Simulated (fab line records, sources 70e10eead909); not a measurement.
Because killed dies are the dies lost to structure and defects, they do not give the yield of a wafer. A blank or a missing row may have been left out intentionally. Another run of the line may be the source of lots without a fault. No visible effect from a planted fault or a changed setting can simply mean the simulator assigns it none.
The tool behind it: which one? -- flow nand harc -- 9 lots, 27 wafers sampled, at 8 steps of a route of 1302

== WHAT THE GAUGES READ, wafer by wafer ==
NHARC_A_CHANNEL_HOLE_D1_CD_MEAS_10: target cd 100 nm.
lot,measured,on,cd nm (nm)
L328,day 9 18:18,cd sem-01,98.9 99.7 100.2
L330,day 10 17:59,cd sem-02,100.1 100.4 100.7
L334,day 12 01:28,cd sem-02,99.9 99.4 99.6
L335,day 12 19:34,cd sem-03,100.2 100.3 100.0
L339,day 14 17:00,cd sem-03,100.3 107.0 99.6
L346,day 17 02:20,cd sem-03,100.6 100.2 100.5
L345,day 17 03:12,cd sem-03,100.7 99.9 100.5
L347,day 17 14:36,cd sem-01,99.9 100.3 100.2
L348,day 17 23:32,cd sem-02,100.7 100.2 100.6

NHARC_A_CHANNEL_HOLE_D1_INSPECT_12.
lot,measured,on,raw defect count
L328,day 9 18:26,defect inspect-02,8 4 6
L330,day 10 18:07,defect inspect-02,3 7 7
L334,day 12 01:36,defect inspect-02,5 6 5
L335,day 12 19:41,defect inspect-01,4 2 3
L339,day 14 17:07,defect inspect-01,5 7 4
L346,day 17 02:28,defect inspect-02,6 10 7
L345,day 17 03:19,defect inspect-02,3 6 4
L347,day 17 14:43,defect inspect-02,3 4 5
L348,day 17 23:39,defect inspect-02,5 8 2

NHARC_A_CHANNEL_HOLE_D1_CD_MEAS_30.
lot,measured,on,cd nm (nm)
L328,day 10 01:34,cd sem-03,88.4 89.5 89.4
L330,day 11 03:48,cd sem-02,90.2 89.8 89.2
L334,day 12 10:39,cd sem-02,89.8 90.5 90.2
L335,day 13 03:26,cd sem-03,91.3 90.5 90.1
L339,day 14 23:55,cd sem-02,90.9 96.7 90.2
L346,day 17 10:48,cd sem-02,91.5 90.7 91.8
L345,day 17 14:58,cd sem-01,89.9 88.8 90.2
L347,day 17 21:29,cd sem-03,90.2 91.1 90.1
L348,day 18 06:25,cd sem-01,91.0 89.9 90.8

NHARC_END_WLT_00.
lot,measured,on,VT_DECK1_BOTTOM,VT_DECK1_BOTTOM_INNER,VT_DECK1_MEDIAN_NEAR_BOTTOM,VT_DECK1_MEDIAN_NEAR_BOTTOM_INNER,VT_DECK1_MIDDLE,VT_DECK1_MIDDLE_INNER,VT_DECK1_TOP,VT_DECK1_TOP_INNER,VT_DECK2_BOTTOM,VT_DECK2_BOTTOM_INNER,VT_DECK2_MEDIAN_NEAR_BOTTOM,VT_DECK2_MEDIAN_NEAR_BOTTOM_INNER,VT_DECK2_MIDDLE,VT_DECK2_MIDDLE_INNER,VT_DECK2_TOP,VT_DECK2_TOP_INNER
L328,day 25 18:23,prober-02,0.870 0.874 0.880,0.877 0.880 0.884,0.874 0.873 0.875,0.878 0.887 0.879,0.888 0.893 0.892,0.887 0.889 0.894,0.906 0.913 0.918,0.906 0.905 0.903,0.881 0.875 0.874,0.878 0.870 0.875,0.881 0.875 0.877,0.871 0.875 0.870,0.891 0.887 0.883,0.887 0.886 0.889,0.907 0.903 0.897,0.900 0.896 0.898
L330,day 26 13:14,prober-01,0.866 0.863 0.870,0.866 0.872 0.858,0.865 0.868 0.866,0.868 0.865 0.863,0.881 0.882 0.870,0.876 0.875 0.885,0.905 0.894 0.890,0.886 0.898 0.886,0.883 0.880 0.884,0.885 0.874 0.875,0.877 0.879 0.884,0.873 0.880 0.881,0.891 0.887 0.899,0.891 0.894 0.891,0.910 0.898 0.914,0.903 0.912 0.904
L334,day 27 13:36,prober-02,0.872 0.874 0.866,0.871 0.875 0.869,0.868 0.869 0.877,0.868 0.879 0.864,0.887 0.887 0.882,0.883 0.876 0.886,0.895 0.888 0.896,0.894 0.898 0.899,0.871 0.878 0.869,0.865 0.865 0.863,0.870 0.873 0.866,0.868 0.868 0.868,0.878 0.879 0.878,0.882 0.876 0.877,0.889 0.892 0.897,0.894 0.891 0.890
L335,day 28 17:06,prober-02,0.876 0.869 0.876,0.879 0.877 0.871,0.876 0.873 0.874,0.868 0.872 0.877,0.876 0.889 0.886,0.881 0.888 0.881,0.894 0.892 0.895,0.894 0.892 0.898,0.870 0.872 0.872,0.880 0.880 0.876,0.871 0.870 0.871,0.879 0.878 0.874,0.888 0.887 0.888,0.885 0.890 0.888,0.887 0.907 0.904,0.895 0.895 0.893
L339,day 31 00:12,prober-01,0.885 0.896 0.876,0.879 0.891 0.875,0.875 0.893 0.873,0.881 0.897 0.878,0.890 0.909 0.887,0.885 0.905 0.886,0.897 0.911 0.899,0.905 0.919 0.906,0.873 0.879 0.872,0.881 0.879 0.874,0.867 0.878 0.881,0.873 0.875 0.879,0.888 0.895 0.891,0.886 0.885 0.883,0.891 0.899 0.888,0.901 0.902 0.900
L346,day 33 00:32,prober-01,0.886 0.887 0.890,0.883 0.882 0.887,0.894 0.890 0.890,0.887 0.891 0.892,0.902 0.881 0.897,0.895 0.893 0.902,0.911 0.904 0.915,0.911 0.906 0.913,0.878 0.875 0.872,0.871 0.867 0.870,0.880 0.871 0.876,0.871 0.872 0.869,0.885 0.878 0.881,0.893 0.885 0.890,0.903 0.894 0.889,0.890 0.890 0.903
L345,day 33 09:38,prober-02,0.881 0.884 0.878,0.877 0.875 0.882,0.888 0.873 0.886,0.890 0.874 0.875,0.899 0.897 0.894,0.891 0.895 0.897,0.903 0.891 0.912,0.911 0.898 0.911,0.877 0.878 0.872,0.873 0.876 0.878,0.886 0.874 0.876,0.872 0.876 0.879,0.898 0.888 0.886,0.892 0.889 0.897,0.914 0.900 0.902,0.904 0.899 0.899
L347,day 33 01:48,prober-02,0.870 0.881 0.876,0.872 0.875 0.876,0.872 0.878 0.879,0.872 0.880 0.878,0.886 0.890 0.890,0.895 0.892 0.892,0.890 0.898 0.900,0.906 0.900 0.901,0.875 0.881 0.866,0.877 0.870 0.871,0.880 0.879 0.881,0.876 0.880 0.881,0.895 0.881 0.893,0.891 0.899 0.890,0.901 0.907 0.898,0.911 0.904 0.911
L348,day 33 09:20,prober-01,0.874 0.875 0.873,0.878 0.866 0.874,0.873 0.867 0.872,0.879 0.866 0.874,0.890 0.890 0.883,0.890 0.888 0.888,0.893 0.902 0.902,0.906 0.889 0.889,0.864 0.876 0.860,0.871 0.868 0.856,0.865 0.866 0.855,0.866 0.871 0.872,0.879 0.878 0.874,0.887 0.877 0.879,0.889 0.893 0.902,0.891 0.903 0.897

== WHICH TOOL RAN EACH LOT (tool, then ch and the chambers of the sampled wafers, then the start) ==
lot,NHARC_A_CHANNEL_HOLE_D1_PEB_08,NHARC_A_CHANNEL_HOLE_D1_ETCH_16,NHARC_A_CHANNEL_HOLE_D1_ETCH_23,NHARC_A_CHANNEL_HOLE_D1_XSEM_31
L328,"litho track-04 ch 0, day 9 18:13","rie diel-09 ch 1,2,3, day 9 21:29 or earlier","har etch-01 ch 0,1, day 9 21:29","xsem-01 ch 0, day 10 01:38"
L330,"litho track-01 ch 0, day 10 17:55","rie diel-03 ch 1,2,3, day 10 20:47 or earlier","har etch-02 ch 0,1, day 10 20:47","xsem-02 ch 0, day 11 03:53"
L334,"litho track-04 ch 0, day 12 01:23","rie diel-03 ch 0,2,3, day 12 06:34 or earlier","har etch-01 ch 0,1, day 12 06:34","xsem-01 ch 0, day 12 10:44"
L335,"litho track-01 ch 0, day 12 19:29","rie diel-01 ch 0,1,3, day 12 22:35 or earlier","har etch-01 ch 0, day 12 22:35","xsem-02 ch 0, day 13 03:31"
L339,"litho track-01 ch 0, day 14 16:55","rie diel-09 ch 0,1, day 14 19:55 or earlier","har etch-02 ch 0,1, day 14 19:55","xsem-01 ch 0, day 14 23:59"
L346,"litho track-04 ch 0, day 17 02:16","rie diel-03 ch 0,2, day 17 06:41 or earlier","har etch-01 ch 0,1, day 17 06:41","xsem-01 ch 0, day 17 10:53"
L345,"litho track-06 ch 0, day 17 03:07","rie diel-03 ch 0,2,3, day 17 10:54 or earlier","har etch-01 ch 1, day 17 10:54","xsem-02 ch 0, day 17 15:04"
L347,"litho track-06 ch 0, day 17 14:31","rie diel-03 ch 1,2,3, day 17 17:23 or earlier","har etch-02 ch 0,1, day 17 17:23","xsem-01 ch 0, day 17 21:34"
L348,"litho track-01 ch 0, day 17 23:27","rie diel-03 ch 0,1,2, day 18 02:26 or earlier","har etch-01 ch 0,1, day 18 02:26","xsem-02 ch 0, day 18 06:31"
- NHARC_A_CHANNEL_HOLE_D1_PEB_08: peb time 65 s.
- NHARC_A_CHANNEL_HOLE_D1_ETCH_16: etches the open film in O2/COS, target depth 3100 nm, time 806 s.
- NHARC_A_CHANNEL_HOLE_D1_ETCH_23: etches the open film in C4F8/O2/Ar, time 819 s, target depth 1600 nm.
- NHARC_A_CHANNEL_HOLE_D1_XSEM_31

== AS READ BY THE TOOLS THEMSELVES (means over the sampled wafers that have a number; for cases with no such wafer, the mark the record gives instead) ==
NHARC_A_CHANNEL_HOLE_D1_ETCH_16.
lot,tool,bias w (W),drypump motor current A (A),oes product au (a.u.),rf vpp V (V),showerhead plenum p Torr (Torr),throttle valve pct (%)
L328,rie diel-09,300.0,5.8,1.010,313.2,3.05,28.328
L330,rie diel-03,299.8,5.6,0.990,313.8,3.07,28.326
L334,rie diel-03,299.8,5.5,0.996,315.0,3.16,28.336
L335,rie diel-01,300.0,6.0,0.992,312.5,2.99,28.329
L339,rie diel-09,300.1,5.9,1.000,313.3,3.02,28.337
L346,rie diel-03,299.3,5.8,0.999,315.3,3.22,28.331
L345,rie diel-03,300.0,5.5,0.996,314.1,3.16,28.326
L347,rie diel-03,299.7,5.6,0.996,313.2,3.07,28.325
L348,rie diel-03,300.9,5.9,0.997,314.3,3.17,28.324

NHARC_A_CHANNEL_HOLE_D1_ETCH_23.
lot,tool,drypump motor current A (A),showerhead plenum p Torr (Torr),throttle valve pct (%)
L328,har etch-01,6.3,3.64,32.151
L330,har etch-02,5.6,3.58,32.155
L334,har etch-01,6.3,3.63,32.158
L335,har etch-01,6.4,3.58,32.156
L339,har etch-02,5.7,3.58,32.153
L346,har etch-01,6.3,3.59,32.156
L345,har etch-01,6.1,3.67,32.162
L347,har etch-02,5.7,3.93,32.155
L348,har etch-01,6.2,3.62,32.155

NHARC_A_CHANNEL_HOLE_D1_XSEM_31.
lot,tool,bot cd nm (nm),bow nm (nm),tilt deg (degrees)
L328,xsem-01,74.4,8.67,0.09
L330,xsem-02,73.9,8.75,0.09
L334,xsem-01,74.0,8.88,0.04
L335,xsem-02,75.7,8.65,0.07
L339,xsem-01,78.2,8.99,0.07
L346,xsem-01,76.2,9.28,0.11
L345,xsem-02,74.1,8.54,0.08
L347,xsem-01,75.1,8.91,0.07
L348,xsem-02,74.9,8.66,0.02

== THE ANSWER, worked out from the rows above alone ==
Rule: what is usual is taken from the lots themselves. The widest of any qualifying gaps counts: lots, ordered by their means at a reading, are off when they make up no more than a third of the lots, leave a main group of 4 or more, and stand apart from it by 3 or more times the standard deviation of that group's means. The tables above print the reading to a certain number of digits; a main group whose means all agree to those digits is not used. Also off: a lot with no number at a reading for which 4 or more lots have one. The other lots that the step has rows for count as sound. After the gauges, taken in route order, come the tools' own readings; for these a lot's mean is taken, as printed above. The first step at which some lot is off is used, and at that step the reading that is off furthest; a lot without a number counts as furthest.
Off at NHARC_A_CHANNEL_HOLE_D1_CD_MEAS_10 (cd nm): L339. For the main group the mean is 100.2 nm and the standard deviation 0.33.
A tool fits if, at a process step before that reading, it ran every lot that is off, and no sound lot after the first of them. Not tried: the gauges at NHARC_A_CHANNEL_HOLE_D1_CD_MEAS_10; whatever is off there is also off at NHARC_A_CHANNEL_HOLE_D1_ETCH_23, on other tools, and gauge error can't account for it. No candidate that was tried fits.

== WHAT HAD BEEN PUT IN BY THE SIMULATOR ==
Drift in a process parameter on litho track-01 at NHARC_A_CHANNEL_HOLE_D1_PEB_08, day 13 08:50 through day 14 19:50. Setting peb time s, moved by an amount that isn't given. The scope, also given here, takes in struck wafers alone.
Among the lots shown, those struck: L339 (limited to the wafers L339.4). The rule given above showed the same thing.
